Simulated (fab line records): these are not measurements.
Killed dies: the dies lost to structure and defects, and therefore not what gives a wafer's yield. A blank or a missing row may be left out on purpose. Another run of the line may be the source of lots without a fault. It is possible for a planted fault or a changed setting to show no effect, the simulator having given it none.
What tool caused it?    flow nand_harc    6 lots with 18 wafers sampled at 2 steps, on a route of 1302 steps

WHAT THE GAUGES READ, wafer by wafer
NHARC_P_STI_INSPECT_25.
lot   measured      on                 raw_defect_count
L534  day 4 20:06   defect_inspect-01  197 191 216
L543  day 8 13:11   defect_inspect-02  212 256 229
L545  day 10 00:52  defect_inspect-01  223 86 196
L548  day 10 15:16  defect_inspect-01  183 280 337
L551  day 11 21:56  defect_inspect-02  124 161 151
L554  day 13 02:49  defect_inspect-01  245 170 196

WHAT TOOL EACH LOT RAN ON (gives the tool, then ch and the chambers of the sampled wafers, and finally the start)
lot   NHARC_P_STI_ETCH_31
L534  rie_diel-04 ch 0,2, day 4 20:06 or earlier
L543  rie_diel-04 ch 0,2, day 8 13:11 or earlier
L545  rie_diel-04 ch 0,2,3, day 10 00:52 or earlier
L548  rie_diel-11 ch 1,2,3, day 10 15:16 or earlier
L551  rie_diel-04 ch 0,1,2, day 11 21:56 or earlier
L554  rie_diel-04 ch 0,1,3, day 13 02:49 or earlier
- NHARC_P_STI_ETCH_31: etches the open film in CF4/CHF3, target depth 108.9 nm, time 54.5 s.

THE ANSWER, worked out from the rows above alone
Rule: the lots themselves supply what counts as usual. Put in order of their means at a reading, lots are off if they are a third of the lots or fewer, leave a main group of 4 or more, and stand apart from it by a gap of 3 or more times the standard deviation of the main group's means; of several such gaps the widest counts. Not used: any main group whose means are identical at the precision the tables above print for the reading. Also off: a lot with no number at a reading for which 4 or more lots have one. All remaining lots with rows at the step are treated as sound.
Across all readings shown, no lot is off: no conclusion can be drawn from this.

WHAT THE SIMULATOR PUT IN
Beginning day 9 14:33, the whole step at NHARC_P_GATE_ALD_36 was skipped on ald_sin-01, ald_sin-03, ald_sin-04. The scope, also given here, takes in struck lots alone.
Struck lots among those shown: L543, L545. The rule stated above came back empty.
